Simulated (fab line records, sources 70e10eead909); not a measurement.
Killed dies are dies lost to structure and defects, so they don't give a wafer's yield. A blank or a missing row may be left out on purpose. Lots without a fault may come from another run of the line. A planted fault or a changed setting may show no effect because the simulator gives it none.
fab line records | flow nand_harc
record lots=5 wafers=15 last_day=24
route steps=1159 shown P_GATE@170 END@1159
lots that met no fault: from a run of the same line without faults
start_h: hours from the record's first day to the start of the lot's first wafer shown | wait_h: hours since the lot's step before | " the same as in the row above | L1.1+2: a row that stands for several wafers | - no value, or no start given | * or withheld: withheld | < > ~ a bound
route shown NAME@n: a module of which the file shows steps, and the number in the route of the first | usual: mean/standard deviation of fault-free wafers | same: alike in all rows | chamber/n: place in a boat | sites: the reading at each site | _std_site: their standard deviation | _edge_site: outer sites' mean less inner sites' | radius_mm: how far each site lies from the wafer's centre | mask NAME#n: copy n | behind: the tool/chamber that last shaped the wafer | hold: why the lot was held/for how many hours/how that ended | device: the transistor (n, p or np) that didn't switch | end of line: the same wafers' tests at the end of the route | a step without rows: its recipe alone | killed: dies lost to structure and defects at the first sort, not the wafer's yield | map: a wafer's dies, x killed, . not, _ none there
set.NAME: the setting as run; set.NAME@STEP: as run at that earlier step | model.NAME: the simulator's own value behind a step, which no gauge read
lots at some steps of the route; a table a step, a row a wafer
services: from which hour (start_h, from the record's first day; less than 0 if before it) a tool's chamber was out of use, for how many hours, and why
## steps
# step NHARC_P_GATE_CD_MEAS_46
# recipe target_cd_nm=720 landing_energy_ev=500
# usual cd_nm=720.8/1.4
# columns lot.wafer tool chamber start_h wait_h cd_nm
L178.1 cd_sem-03 0 121.34 - 720.1
L178.3 " 0 " " 720.3
L178.6 " 0 " " 720.3
L177.1 cd_sem-01 0 122.06 - 720.7
L177.5 " 0 " " 719.1
L177.6 " 0 " " 721.1
L191.1 cd_sem-01 0 201.32 - 721.0
L191.2 " 0 " " 719.9
L191.5 " 0 " " 721.2
L193.1 cd_sem-01 0 216.43 - 719.8
L193.4 " 0 " " 722.4
L193.6 " 0 " " 721.1
L194.2 cd_sem-02 0 223.45 - 722.4
L194.3 " 0 " " 722.7
L194.5 " 0 " " 724.0
# step NHARC_P_GATE_HARDBAKE_47
# recipe temp_c=125 time_s=80
# step NHARC_P_GATE_DESCUM_48
# recipe time_s=3 o2_flow_sccm=200 ar_flow_sccm=0 bias_power_w=0 chemistry=O2
# usual drypump_motor_current_A=5.8/0.5 oes_product_au=0.994/0.011 rf_vpp_V=57.8/0.85 showerhead_plenum_p_Torr=1.93/0.09 throttle_valve_pct=11.313/0.0085
# columns lot.wafer tool chamber start_h wait_h drypump_motor_current_A oes_product_au rf_hours_counter_h rf_vpp_V showerhead_plenum_p_Torr throttle_valve_pct
L178.3 rie_diel-08 1 121.50 - 5.2 1.020 62 57.3 1.89 11.304
L178.1 " 0 " " 5.6 0.996 63 58.5 1.98 11.319
L178.6 " 1 " " 5.2 1.020 - 58.4 1.89 11.315
L177.1 rie_diel-07 0 122.24 - 5.7 0.991 12 58.8 1.82 11.302
L177.5 " 2 " " 5.5 1.011 - 57.9 1.86 11.329
L177.6 " 3 " " 6.8 0.984 - 57.2 2.02 11.320
L191.2 rie_diel-07 0 201.48 - 5.7 0.989 29 57.7 1.81 11.315
L191.1 " 1 " " 5.4 0.975 29 59.4 2.04 11.304
L191.5 " 0 " " 5.7 0.974 - 56.6 1.81 11.308
L193.1 rie_diel-07 0 216.61 - 5.7 0.998 32 56.2 1.81 11.316
L193.4 " 1 " " 5.4 0.977 31 58.7 2.04 11.312
L193.6 " 3 " " 6.8 0.994 - 57.5 2.01 11.298
L194.2 rie_diel-08 0 223.63 - 5.5 0.993 36 58.9 1.96 11.318
L194.3 " 1 " " 5.2 1.014 35 57.3 1.88 11.323
L194.5 " 3 " " 6.0 0.999 - 57.7 1.98 11.311
# step NHARC_P_GATE_IMPLANT_49
# recipe energy_kev=30 dose_cm2=3e+15 tilt_deg=7
# step NHARC_P_GATE_STRIP_111
# recipe power_w=1500 temp_c=110 time_s=250 chemistry=N2/H2
# usual drypump_motor_current_A=5.4/0.41 heater_power_w=101/7.9
# columns lot.wafer tool chamber start_h wait_h drypump_motor_current_A heater_power_w rf_hours_counter_h
L178.1 plasma_asher-02 0 121.92 0.2 6.2 103 38
L178.3 " 1 " " 5.2 109 -
L178.6 " 1 " " 5.2 108 -
L177.1 plasma_asher-01 0 122.59 0.2 5.3 101 2
L177.5 " 0 " " 5.3 102 -
L177.6 " 1 " " 5.1 91 -
L191.2 plasma_asher-02 1 201.86 0.2 5.2 114 5
L191.1 " 0 " " 6.1 99 5
L191.5 " 1 " " 5.3 114 -
L193.1 plasma_asher-01 1 216.97 0.2 5.1 90 35
L193.4 " 0 " " 5.4 101 -
L193.6 " 0 " " 5.3 103 -
L194.2 plasma_asher-01 1 224.02 0.2 5.1 90 38
L194.3 " 1 " " 5.1 88 -
L194.5 " 1 " " 5.1 92 -
# step NHARC_P_GATE_STRIP_75
# recipe power_w=1500 temp_c=250 chemistry=O2
# usual drypump_motor_current_A=5.5/0.41 heater_power_w=378/30
# columns lot.wafer tool chamber start_h wait_h drypump_motor_current_A heater_power_w rf_hours_counter_h
L178.1 plasma_asher-02 0 122.18 0.2 6.1 381 39
L178.3 " 1 " " 5.2 412 -
L178.6 " 1 " " 5.2 415 -
L177.1 plasma_asher-01 0 122.89 0.2 5.3 390 2
L177.5 " 0 " " 5.3 381 -
L177.6 " 1 " " 5.1 329 -
L191.2 plasma_asher-02 1 202.16 0.3 5.2 437 5
L191.1 " 0 " " 6.2 361 5
L191.5 " 1 " " 5.2 428 -
L193.1 plasma_asher-01 1 217.27 0.3 5.1 346 36
L193.4 " 0 " " 5.3 390 -
L193.6 " 0 " " 5.4 383 -
L194.2 plasma_asher-01 1 224.29 0.2 5.1 336 38
L194.3 " 1 " " 5.1 332 -
L194.5 " 1 " " 5.1 333 -
# step NHARC_P_GATE_STRIP_50
# recipe time_s=900 temp_c=130 chemistry=SPM
# step NHARC_P_GATE_DEHYDRATE_51
# recipe temp_c=150 time_s=120
# step NHARC_P_GATE_HMDS_52
# recipe time_s=30
# step NHARC_P_GATE_COAT_53
# recipe spin_rpm=3000
# step NHARC_P_GATE_SOFTBAKE_54
# recipe temp_c=122 time_s=95
# step NHARC_P_GATE_EBR_55
# step NHARC_P_GATE_EXPOSE_56
# recipe na=0.6 target_cd_nm=720 dose_mj=14.81 mask_id=P_PSD
# columns lot.wafer tool chamber start_h wait_h mask
L178.1+3+6 krf_scanner-03 0 122.94 - P_PSD#0
L177.1+5+6 krf_scanner-04 0 123.66 - P_HVN#0
L191.1+2+5 krf_scanner-03 0 202.80 - P_PSD#0
L193.1+4+6 krf_scanner-04 0 218.04 - P_PSD#0
L194.2+3+5 krf_scanner-03 0 224.92 - P_PSD#0
# step NHARC_P_GATE_PEB_57
# recipe peb_temp_c=118 peb_time_s=85
# step NHARC_P_GATE_DEVELOP_58
# recipe time_s=70
# step NHARC_P_GATE_CD_MEAS_59
# recipe target_cd_nm=720 landing_energy_ev=500
# usual cd_nm=720.4/1.6
# columns lot.wafer tool chamber start_h wait_h cd_nm
L178.1 cd_sem-03 0 123.10 - 721.6
L178.3 " 0 " " 720.2
L178.6 " 0 " " 722.5
L177.1 cd_sem-01 0 123.81 - -
L177.5 " 0 " " -
L177.6 " 0 " " -
L191.1 cd_sem-01 0 202.96 - 718.2
L191.2 " 0 " " 720.0
L191.5 " 0 " " 720.1
L193.1 cd_sem-02 0 218.19 - 718.6
L193.4 " 0 " " 722.7
L193.6 " 0 " " 722.0
L194.2 cd_sem-03 0 225.08 - 721.5
L194.3 " 0 " " 721.2
L194.5 " 0 " " 720.0
# step NHARC_P_GATE_HARDBAKE_60
# recipe temp_c=125 time_s=80
# step NHARC_END_SORT_01
# recipe temp_c=25
# usual killed_at_array=28/11 killed_at_other=0.6/0.85 killed_at_periphery=2.8/2.3 killed_dies=31/11 killed_open=3.1/1.6 killed_short=2.0/1.4
# same gross_dies=677
# columns lot.wafer tool chamber start_h wait_h killed_at_array killed_at_other killed_at_periphery killed_dies killed_open killed_short
L177.1 prober-01 0 459.33 2.5 33 0 644 677 4 2
L177.5 prober-01 0 462.47 3.6 32 0 645 677 2 0
L177.6 prober-01 0 463.26 3.9 34 0 643 677 4 2
# killed by level:class
L177.1 P_GATE:area_expose=640 A_CHANNEL_HOLE_D1:chamber_film_flake=13 A_SLIT:chamber_film_flake=7 A_CONTACT:chamber_film_flake=5 A_STAIRCASE:chamber_film_flake=3 P_CONTACT:geometric_particle:open=1 P_M0:geometric_particle:open=1 A_CHANNEL_HOLE_D1:geometric_particle:open=1
L177.5 P_GATE:area_expose=644 A_CHANNEL_HOLE_D1:chamber_film_flake=12 A_SLIT:chamber_film_flake=11 A_WL_FILL:chamber_film_flake=5 A_STAIRCASE:chamber_film_flake=2 A_M0:geometric_particle:open=1 A_M1:geometric_particle:open=1 P_GATE:chamber_film_flake=1
L177.6 P_GATE:area_expose=640 A_CHANNEL_HOLE_D1:chamber_film_flake=14 A_SLIT:chamber_film_flake=8 A_WL_FILL:chamber_film_flake=5 A_M0:geometric_particle:open=2 P_GATE:chamber_film_flake=2 A_STAIRCASE:chamber_film_flake=2 P_CONTACT:geometric_particle:open=1
# map L177.1 (x killed, . not)
____________x____________
_________xxxxxxx_________
_______xxxxxxxxxxx_______
______xxxxxxxxxxxxx______
_____xxxxxxxxxxxxxxx_____
____xxxxxxxxxxxxxxxxx____
____xxxxxxxxxxxxxxxxx____
___xxxxxxxxxxxxxxxxxxx___
___xxxxxxxxxxxxxxxxxxx___
__xxxxxxxxxxxxxxxxxxxxx__
__xxxxxxxxxxxxxxxxxxxxx__
_xxxxxxxxxxxxxxxxxxxxxxx_
_xxxxxxxxxxxxxxxxxxxxxxx_
_xxxxxxxxxxxxxxxxxxxxxxx_
_xxxxxxxxxxxxxxxxxxxxxxx_
_xxxxxxxxxxxxxxxxxxxxxxx_
xxxxxxxxxxxxxxxxxxxxxxxxx
xxxxxxxxxxxxxxxxxxxxxxxxx
xxxxxxxxxxxxxxxxxxxxxxxxx
xxxxxxxxxxxxxxxxxxxxxxxxx
xxxxxxxxxxxxxxxxxxxxxxxxx
_xxxxxxxxxxxxxxxxxxxxxxx_
_xxxxxxxxxxxxxxxxxxxxxxx_
_xxxxxxxxxxxxxxxxxxxxxxx_
_xxxxxxxxxxxxxxxxxxxxxxx_
_xxxxxxxxxxxxxxxxxxxxxxx_
__xxxxxxxxxxxxxxxxxxxxx__
__xxxxxxxxxxxxxxxxxxxxx__
___xxxxxxxxxxxxxxxxxxx___
___xxxxxxxxxxxxxxxxxxx___
____xxxxxxxxxxxxxxxxx____
____xxxxxxxxxxxxxxxxx____
_____xxxxxxxxxxxxxxx_____
______xxxxxxxxxxxxx______
_______xxxxxxxxxxx_______
_________xxxxxxx_________
____________x____________
# map L193.1 (x killed, . not)
____________.____________
_________......._________
_______..........._______
______.........x...______
_____xx............._____
____.................____
____..............x..____
___..........x..x..x..___
___x............xxxx..___
__...............xx..x.__
__...............xxx..x__
_...............xxxx...._
_.................x....._
_................xx....._
_......................._
_......................._
.........................
.........................
.........................
.......x.................
.........................
_x......................_
_........x.............._
_......................._
_...xx.................._
_.xx...........x........_
__.x...................__
__.....................__
___.................x.___
___.............x...x.___
____..............xx.____
____.........x.x.xx..____
_____.........x.xxxx_____
______......x.x.xxx______
_______.........xx_______
_________......._________
____________.____________
## services
# columns tool chamber start_h hours kind
plasma_asher-01 - 106.08 9.0 pm
plasma_asher-01 0 106.08 9.0 vent_cycle
plasma_asher-01 1 106.08 9.0 vent_cycle
rie_diel-08 2 107.24 12.5 repair
rie_diel-07 0 109.35 - clean
rie_diel-07 1 109.35 - clean
rie_diel-07 2 109.35 - clean
rie_diel-07 3 109.35 - clean
krf_scanner-03 - 114.88 1.5 repair
plasma_asher-01 0 115.08 - clean
plasma_asher-01 1 115.08 - clean
rie_diel-07 3 123.18 6.4 repair
rie_diel-08 - 124.80 9.0 pm
krf_scanner-04 - 125.93 16.3 repair
rie_diel-07 0 133.85 - clean
rie_diel-07 1 133.85 - clean
rie_diel-07 2 133.85 - clean
rie_diel-08 2 164.66 7.4 repair
krf_scanner-03 - 168.00 4.0 pm
plasma_asher-02 - 183.27 9.0 pm
plasma_asher-02 0 183.27 9.0 vent_cycle
plasma_asher-02 1 183.27 9.0 vent_cycle
plasma_asher-02 0 192.27 - clean
plasma_asher-02 1 192.27 - clean
## key
first_sign step=NHARC_P_GATE_EXPOSE_56 reading=mask direction=changed
effect step=NHARC_P_GATE_CD_MEAS_59 reading=cd_nm direction=missing
effect step=NHARC_END_SORT_01 reading=killed_at_periphery direction=up sigmas=99+ usual=2.8 struck=644
more_kills_born_at NHARC_P_GATE_EXPOSE_56@krf_scanner-04=1924
met_at NHARC_P_GATE_EXPOSE_56
struck_wafers L177.1,L177.5,L177.6
later_rows_left_out L177.1,L177.5,L177.6
tester_left_out L177
fault kind=wrong_mask tool=any chamber=- onset_h=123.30 steps=NHARC_P_GATE_EXPOSE_56 aux_copy=P_HVN#0 scope=struck_lots_only
# tester_left_out: of these lots the tester's yield and bins aren't shown, on N5 and GAA mostly nor the transistor test; their killed dies are dies lost to structure and defects alone, not to doping, threshold or leakage, so they don't give the yield
# later_rows_left_out: the simulator's readings of these wafers behind a module that went badly wrong aren't trusted and aren't shown, but for the sort
